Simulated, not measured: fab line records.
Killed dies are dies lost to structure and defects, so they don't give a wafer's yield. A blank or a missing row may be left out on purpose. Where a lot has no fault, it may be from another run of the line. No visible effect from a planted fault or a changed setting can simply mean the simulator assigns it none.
Matching of chambers | flow n5_finfet | rie_diel-05 running N5_BEOL_M4_VIA_ETCH_34: 4 sister chambers
The step etches the open film in C4F6/O2, target depth 69.4 nm, time 65.9 s. 16 wafers are shown with their chamber, then 8 later ones without.

WAFERS WITH THEIR CHAMBER
wafer  | chamber | rf_vpp_V (V) | showerhead_plenum_p_Torr (Torr) | throttle_valve_pct (%)
L078.1 | 2       | 665          | 2.91                            | 30.6
L078.2 | 3       | 680          | 2.79                            | 30.3
L078.6 | 1       | 673          | 2.71                            | 31.0
L081.3 | 3       | 681          | 2.79                            | 30.3
L081.5 | 3       | 681          | 2.79                            | 30.3
L081.6 | 2       | 664          | 2.91                            | 30.6
L083.3 | 1       | 673          | 2.70                            | 30.9
L083.4 | 0       | 653          | 2.81                            | 30.7
L083.5 | 0       | 654          | 2.81                            | 30.7
L088.1 | 2       | 664          | 2.89                            | 30.7
L088.2 | 3       | 681          | 2.77                            | 30.3
L088.4 | 2       | 663          | 2.89                            | 30.7
L089.3 | 3       | 680          | 2.77                            | 30.3
L089.4 | 2       | 663          | 2.89                            | 30.7
L089.6 | 2       | 664          | 2.89                            | 30.7
L096.1 | 2       | 664          | 2.89                            | 30.7

SIGNATURES, as means of the wafers listed above
reading                  | chamber 0 | chamber 1 | chamber 2 | chamber 3 | scatter within a chamber
rf_vpp_V                 | 653.50    | 673.00    | 663.86    | 680.60    | 0.616
showerhead_plenum_p_Torr | 2.8100    | 2.7050    | 2.8957    | 2.7820    | 0.00958
throttle_valve_pct       | 30.700    | 30.950    | 30.671    | 30.300    | 0.0401
Rule: for a wafer and a chamber, the distance is found by dividing, reading by reading, the gap between the wafer's reading and the chamber's mean by the reading's scatter, squaring, summing and taking the root. If the next closest chamber is less than 2 further off than the closest, the wafer can't be placed; otherwise it belongs to the closest. The scatter: the root of (the sum of the squares of (reading less its chamber's mean) over the shown wafers, divided by (wafers less chambers)).

WAFERS MISSING THEIR CHAMBER
wafer  | rf_vpp_V (V) | showerhead_plenum_p_Torr (Torr) | throttle_valve_pct (%)
L096.5 | 684          | 3.03                            | 30.7
L096.6 | 664          | 2.89                            | 30.7
L090.2 | 685          | 3.03                            | 30.7
L090.4 | 679          | 2.77                            | 30.4
L090.5 | 665          | 2.89                            | 30.7
L092.1 | 684          | 3.03                            | 30.7
L092.3 | 654          | 2.80                            | 30.8
L092.5 | 683          | 3.03                            | 30.6

CHAMBER TAKEN BY EACH
wafer  | from the rows above | in truth
L096.5 | 3                   | 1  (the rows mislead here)
L096.6 | 2                   | 2
L090.2 | 3                   | 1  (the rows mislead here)
L090.4 | 3                   | 3
L090.5 | 2                   | 2
L092.1 | 3                   | 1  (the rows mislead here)
L092.3 | 0                   | 0
L092.5 | 3                   | 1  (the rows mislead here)
4 of 8 placed correctly. Number that these rows cannot place: 0. Wrongly placed: 4.
